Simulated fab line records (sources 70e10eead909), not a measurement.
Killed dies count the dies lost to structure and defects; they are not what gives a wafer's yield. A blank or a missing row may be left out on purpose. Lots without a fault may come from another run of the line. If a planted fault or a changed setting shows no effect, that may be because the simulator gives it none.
Which tool did it? -- flow nand-harc -- 33 wafers from 11 lots sampled at 5 of the route's 1302 steps

## WHAT THE GAUGES SHOWED, per wafer
NHARC_END_SORT_01. Usual: killed-at-array 55, standard deviation 17; killed-at-other 1.1, standard deviation 1.6; killed-at-periphery 3.8, standard deviation 2.5; killed-dies 60, standard deviation 18; killed-open 3.3, standard deviation 1.9; killed-short 2.5, standard deviation 1.7.
lot,measured,on,killed-at-array,killed-at-other,killed-at-periphery,killed-dies,killed-open,killed-short,flag
L493,day 30 07:34,prober-01,671 672 674,1 1 1,5 4 2,677 677 677,4 6 0,5 0 3,OFF
L495,day 30 11:41,prober-02,672 666 666,0 0 0,5 11 11,677 677 677,5 3 7,1 2 2,OFF

## WHICH TOOL RAN EACH LOT (tool, then ch and the chambers of the sampled wafers, then the start)
lot,NHARC_A_SLIT_ETCH_17,NHARC_A_SLIT_ETCH_29,NHARC_A_WL_FILL_ETCHBACK_04,NHARC_A_WL_FILL_STRIP_29
L481,"har-etch-02 ch 0,1, day 20 06:28","rie-diel-12 ch 1,2,3, day 20 10:58","rie-metal-01 ch 0,1, day 20 19:03","rie-diel-05 ch 0,1,3, day 21 05:04"
L482,"har-etch-01 ch 0,1, day 20 22:00","rie-diel-12 ch 0,2, day 21 02:28","rie-metal-02 ch 0,1, day 21 10:59","rie-diel-05 ch 0,1,2, day 21 23:11"
L484,"har-etch-01 ch 0,1, day 22 10:08","rie-diel-12 ch 1,2,3, day 22 13:26","rie-metal-02 ch 0,1, day 22 21:59","rie-diel-07 ch 0,1,3, day 23 07:58"
L487,"har-etch-02 ch 0,1, day 22 17:38","rie-diel-12 ch 1,2, day 22 21:30","rie-metal-01 ch 0,1, day 23 05:39","rie-diel-05 ch 2,3, day 23 18:28"
L486,"har-etch-01 ch 0,1, day 23 16:16","rie-diel-10 ch 0,1,2, day 23 20:10","rie-metal-01 ch 0,1, day 24 04:53","rie-diel-07 ch 0,1,3, day 24 18:21"
L489,"har-etch-01 ch 0,1, day 24 05:46","rie-diel-10 ch 0,3, day 24 10:19","rie-metal-02 ch 0,1, day 24 18:56","rie-diel-06 ch 0,2,3, day 25 05:28"
L493,"har-etch-01 ch 1, day 25 19:55","rie-diel-12 ch 1,2,3, day 25 23:52","rie-metal-01 ch 0,1, day 26 08:35","rie-diel-05 ch 1,2, day 26 20:18"
L495,"har-etch-01 ch 0,1, day 26 00:25","rie-diel-12 ch 0,1,3, day 26 05:00","rie-metal-03 ch 0,1, day 26 13:13","rie-diel-06 ch 0,1,3, day 26 23:47"
L498,"har-etch-01 ch 1, day 28 06:54","rie-diel-04 ch 0,2, day 28 11:27","rie-metal-02 ch 1, day 28 18:35","rie-diel-07 ch 2,3, day 29 05:53"
L502,"har-etch-02 ch 0,1, day 29 10:54","rie-diel-04 ch 1,3, day 29 15:24","rie-metal-02 ch 0,1, day 30 00:31","rie-diel-06 ch 1,3, day 30 11:54"
L501,"har-etch-01 ch 1, day 29 12:01","rie-diel-10 ch 0,1, day 29 15:58","rie-metal-01 ch 0,1, day 30 00:29","rie-diel-05 ch 1,2, day 30 11:53"
- NHARC_A_SLIT_ETCH_17: etches the open film in C4F8/O2/Ar, time 4254.5 s, target depth 20300 nm.
- NHARC_A_SLIT_ETCH_29: etches the open film in CF4/O2, target depth 100 nm, overetch 10 nm, time 55 s.
- NHARC_A_WL_FILL_ETCHBACK_04: etches the open film in NF3, target depth 60 nm, time 120 s.
- NHARC_A_WL_FILL_STRIP_29: strips in O2, time 20 s.

## WHAT THE TOOLS THEMSELVES READ (means of the sampled wafers that have a number; where no wafer has one, the mark that the record gives instead)
NHARC_A_SLIT_ETCH_17. Usual: c4f8-flow-sccm 83.3 sccm, standard deviation 0.3; chamber-pressure-mTorr 19.999 mTorr, standard deviation 0.02; drypump-motor-current-A 6.0 A, standard deviation 0.33; oes-air-line-au 1.000 a.u., standard deviation 0.022; showerhead-plenum-p-Torr 3.71 Torr, standard deviation 0.11; throttle-valve-pct 32.045 %, standard deviation 0.0089.
lot,tool,c4f8-flow-sccm (sccm),chamber-pressure-mTorr (mTorr),drypump-motor-current-A (A),oes-air-line-au (a.u.),showerhead-plenum-p-Torr (Torr),throttle-valve-pct (%),flag
L481,har-etch-02,83.6,20.003,6.3,1.007,3.91,32.043,
L482,har-etch-01,83.2,19.975,5.9,0.993,3.64,32.046,
L484,har-etch-01,83.3,19.978,5.8,0.990,3.64,32.038,
L487,har-etch-02,83.1,19.999,6.3,1.012,3.89,32.042,
L486,har-etch-01,83.4,19.985,5.8,1.000,3.63,32.037,
L489,har-etch-01,83.4,20.023,5.8,1.002,3.62,32.047,
L493,har-etch-01,83.3,20.026,5.8,0.994,3.61,32.053,
L495,har-etch-01,83.2,19.989,5.9,1.008,3.61,32.047,
L498,har-etch-01,83.6,19.990,5.8,0.972,3.59,32.036,
L502,har-etch-02,83.3,19.999,6.3,1.004,3.83,32.042,
L501,har-etch-01,83.3,19.995,5.8,1.038,3.58,32.044,

NHARC_A_SLIT_ETCH_29. Usual: for chamber-pressure-mTorr, 30.004 mTorr with a standard deviation of 0.028; for drypump-motor-current-A, 5.89 A with a standard deviation of 0.3; for oes_o_777_au, 1.000 a.u. with a standard deviation of 0.0044; for oes-product-au, 0.997 a.u. with a standard deviation of 0.0086; for rf-vpp-V, 197.6 V with a standard deviation of 1.6; for showerhead-plenum-p-Torr, 1.33 Torr with a standard deviation of 0.064; for throttle-valve-pct, 13.397 % with a standard deviation of 0.0092.
lot,tool,chamber-pressure-mTorr (mTorr),drypump-motor-current-A (A),oes_o_777_au (a.u.),oes-product-au (a.u.),rf-vpp-V (V),showerhead-plenum-p-Torr (Torr),throttle-valve-pct (%),flag
L481,rie-diel-12,30.003,5.87,1.002,0.995,196.7,1.28,13.390,
L482,rie-diel-12,30.060,5.84,1.004,0.997,196.6,1.29,13.398,
L484,rie-diel-12,29.999,5.85,1.002,0.992,196.2,1.28,13.404,
L487,rie-diel-12,29.998,6.00,0.998,0.992,197.0,1.29,13.392,
L486,rie-diel-10,30.023,6.08,1.006,0.996,197.3,1.33,13.402,
L489,rie-diel-10,30.010,6.13,0.998,0.995,198.0,1.35,13.392,
L493,rie-diel-12,30.037,5.86,1.005,0.999,196.7,1.28,13.405,
L495,rie-diel-12,30.013,5.98,0.999,1.000,195.5,1.25,13.400,
L498,rie-diel-04,30.000,5.51,1.004,0.997,197.9,1.37,13.396,
L502,rie-diel-04,29.996,6.11,0.996,0.990,199.6,1.43,13.395,
L501,rie-diel-10,30.001,6.14,0.996,0.997,196.2,1.28,13.400,

NHARC_A_WL_FILL_ETCHBACK_04. Usual: chamber-pressure-mTorr 300.00 mTorr, standard deviation 0.26; drypump-motor-current-A 5.9 A, standard deviation 0.37; oes-product-au 0.999 a.u., standard deviation 0.011.
lot,tool,chamber-pressure-mTorr (mTorr),drypump-motor-current-A (A),oes-product-au (a.u.),flag
L481,rie-metal-01,299.69,6.3,0.994,
L482,rie-metal-02,299.94,5.8,1.015,
L484,rie-metal-02,299.97,5.8,1.011,
L487,rie-metal-01,299.97,6.3,0.994,
L486,rie-metal-01,300.10,6.4,0.996,
L489,rie-metal-02,299.80,5.6,1.000,
L493,rie-metal-01,-,-,-,OFF
L495,rie-metal-03,-,-,-,OFF
L498,rie-metal-02,300.25,5.4,1.007,
L502,rie-metal-02,300.02,5.7,1.005,
L501,rie-metal-01,300.21,6.4,0.986,

NHARC_A_WL_FILL_STRIP_29. Usual: chamber-pressure-mTorr 60.00 mTorr, standard deviation 0.053; drypump-motor-current-A 5.9 A, standard deviation 0.54; oes-product-au 1.001 a.u., standard deviation 0.0095; rf-vpp-V 57.9 V, standard deviation 0.92; showerhead-plenum-p-Torr 3.55 Torr, standard deviation 0.15; throttle-valve-pct 17.035 %, standard deviation 0.0093.
lot,tool,chamber-pressure-mTorr (mTorr),drypump-motor-current-A (A),oes-product-au (a.u.),rf-vpp-V (V),showerhead-plenum-p-Torr (Torr),throttle-valve-pct (%),flag
L481,rie-diel-05,59.97,5.8,0.988,58.4,3.49,17.040,
L482,rie-diel-05,59.96,5.8,1.000,58.2,3.57,17.032,
L484,rie-diel-07,59.93,5.2,1.006,57.8,3.61,17.028,
L487,rie-diel-05,60.01,6.3,0.996,57.0,3.47,17.031,
L486,rie-diel-07,59.98,5.2,0.999,58.2,3.61,17.040,
L489,rie-diel-06,60.01,6.4,0.999,57.5,3.50,17.025,
L493,rie-diel-05,59.96,6.0,1.007,58.1,3.54,17.040,
L495,rie-diel-06,60.00,6.2,0.995,57.3,3.59,17.034,
L498,rie-diel-07,59.99,6.0,0.993,58.6,3.62,17.031,
L502,rie-diel-06,59.99,6.1,1.010,57.4,3.48,17.038,
L501,rie-diel-05,60.01,5.8,0.996,58.3,3.44,17.030,

## THE ANSWER, worked out from the rows above alone
Rule: lot off if the mean of its wafers having a number is beyond 3 standard deviations from the usual mean. Also off: a lot with no number at a reading for which 4 or more lots have one. The other lots that the step has rows for count as sound. First the gauges in route order, then the tools' own readings, where a lot's mean is used as printed above. The first step at which some lot is off is used, and at that step the reading that is off furthest; a lot without a number counts as furthest.
Off: L493, L495 (NHARC_END_SORT_01, killed-at-array). Neither off nor sound, because the step has no rows for them: L481, L482, L484, L487, L486, L489, L498, L502, L501.
A tool fits if, at a process step before that reading, it ran every lot that is off, and no sound lot after the first of them. The gauges at NHARC_END_SORT_01 aren't tried: what is off there is off at NHARC_A_WL_FILL_ETCHBACK_04 too, on other tools, and a gauge's error can't cause that. This does not decide it: 2 tools fit, namely har-etch-01 at NHARC_A_SLIT_ETCH_17 and rie-diel-12 at NHARC_A_SLIT_ETCH_29.

## WHAT WAS PUT IN BY THE SIMULATOR
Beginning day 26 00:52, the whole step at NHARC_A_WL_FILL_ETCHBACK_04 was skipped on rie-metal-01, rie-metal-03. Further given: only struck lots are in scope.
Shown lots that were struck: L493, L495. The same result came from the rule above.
